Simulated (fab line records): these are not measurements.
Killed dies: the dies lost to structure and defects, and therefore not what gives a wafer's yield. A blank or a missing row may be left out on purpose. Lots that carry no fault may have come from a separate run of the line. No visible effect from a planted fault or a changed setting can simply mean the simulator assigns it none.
Which tool was responsible?	flow n5_finfet	12 lots, 36 wafers sampled, at 3 steps of a route of 1938

== WHAT THE GAUGES SHOWED, per wafer ==
N5_BEOL_M14_INSPECT_30: inspects for defects (macro).
lot	measured	on	raw_defect_count
L487	day 11 15:35	defect_inspect-02	0 4 1
L485	day 11 15:49	defect_inspect-02	3 0 4
L486	day 11 17:26	defect_inspect-01	3 3 0
L489	day 12 11:45	defect_inspect-02	2 1 2
L490	day 12 23:04	defect_inspect-02	3 2 1
L491	day 13 16:17	defect_inspect-01	1 3 2
L493	day 13 20:24	defect_inspect-02	3 2 4
L495	day 14 16:23	defect_inspect-02	1 0 2
L497	day 15 05:24	defect_inspect-01	1 2 2
L498	day 15 11:31	defect_inspect-01	4 4 1
L500	day 15 14:35	defect_inspect-02	3 3 1
L505	day 16 18:07	defect_inspect-02	4 2 2

N5_BEOL_M14_OCD_MEAS_35.
lot	measured	on	trench_depth_nm (nm)
L487	day 11 16:20	ocd-01	536 567 567
L485	day 11 16:28	ocd-02	539 542 553
L486	day 11 18:05	ocd-02	541 563 558
L489	day 12 12:23	ocd-01	545 545 549
L490	day 12 23:43	ocd-02	553 566 539
L491	day 13 16:55	ocd-02	541 550 568
L493	day 13 21:15	ocd-01	598 546 592
L495	day 14 17:27	ocd-02	534 553 569
L497	day 15 06:03	ocd-01	543 542 548
L498	day 15 12:09	ocd-02	537 563 582
L500	day 15 15:17	ocd-01	556 549 575
L505	day 16 18:46	ocd-01	528 562 533

== WHAT TOOL EACH LOT RAN ON (gives the tool, then ch and the chambers of the sampled wafers, and finally the start) ==
lot	N5_BEOL_M14_STRIP_64
L487	rie_diel-03 ch 0,2,3, day 11 15:35 or earlier
L485	rie_diel-01 ch 2,3, day 11 15:49 or earlier
L486	rie_diel-06 ch 0,2,3, day 11 17:26 or earlier
L489	rie_diel-01 ch 1,3, day 12 11:45 or earlier
L490	rie_diel-01 ch 1,2,3, day 12 23:04 or earlier
L491	rie_diel-01 ch 1,2,3, day 13 16:17 or earlier
L493	rie_diel-06 ch 0,2, day 13 20:24 or earlier
L495	rie_diel-03 ch 1,2,3, day 14 16:23 or earlier
L497	rie_diel-01 ch 1,3, day 15 05:24 or earlier
L498	rie_diel-06 ch 1,2,3, day 15 11:31 or earlier
L500	rie_diel-03 ch 0,1, day 15 14:35 or earlier
L505	rie_diel-01 ch 1,2,3, day 16 18:07 or earlier
- N5_BEOL_M14_STRIP_64: strips in O2.

== AS READ BY THE TOOLS THEMSELVES (means over the sampled wafers that have a number; for cases with no such wafer, the mark the record gives instead) ==
N5_BEOL_M14_STRIP_64.
lot	tool	drypump_motor_current_A (A)	oes_product_au (a.u.)	rf_vpp_V (V)	showerhead_plenum_p_Torr (Torr)	throttle_valve_pct (%)
L487	rie_diel-03	5.9	0.75	3.1	2.10	16.86
L485	rie_diel-01	5.6	0.78	4.1	2.20	16.80
L486	rie_diel-06	5.0	0.75	3.6	2.07	16.74
L489	rie_diel-01	6.0	0.86	3.8	2.11	16.49
L490	rie_diel-01	5.8	0.81	3.3	2.15	16.65
L491	rie_diel-01	5.8	0.80	3.2	2.15	16.66
L493	rie_diel-06	5.1	0.74	3.7	2.06	16.93
L495	rie_diel-03	5.4	0.84	3.7	2.13	16.55
L497	rie_diel-01	6.0	0.83	3.9	2.10	16.53
L498	rie_diel-06	5.2	0.75	3.7	2.05	16.75
L500	rie_diel-03	5.3	0.80	3.5	2.06	16.50
L505	rie_diel-01	5.8	0.77	3.4	2.14	16.70

== THE ANSWER, worked out from the rows above alone ==
Rule: the usual values come from the lots themselves. The widest of any qualifying gaps counts: lots, ordered by their means at a reading, are off when they make up no more than a third of the lots, leave a main group of 4 or more, and stand apart from it by 3 or more times the standard deviation of that group's means. The tables above print the reading to a certain number of digits; a main group whose means all agree to those digits is not used. A lot without any number at a reading at which 4 lots or more have one is off too. Any other lot the step has rows for is counted as sound. Order of review: gauges by route order, followed by the tools' own readings, for which a lot's mean as printed above is used. The first step at which some lot is off is used, and at that step the reading that is off furthest; a lot without a number counts as furthest.
No lot is off at any reading shown: from this, nothing can be told.

== WHAT WAS PUT IN BY THE SIMULATOR ==
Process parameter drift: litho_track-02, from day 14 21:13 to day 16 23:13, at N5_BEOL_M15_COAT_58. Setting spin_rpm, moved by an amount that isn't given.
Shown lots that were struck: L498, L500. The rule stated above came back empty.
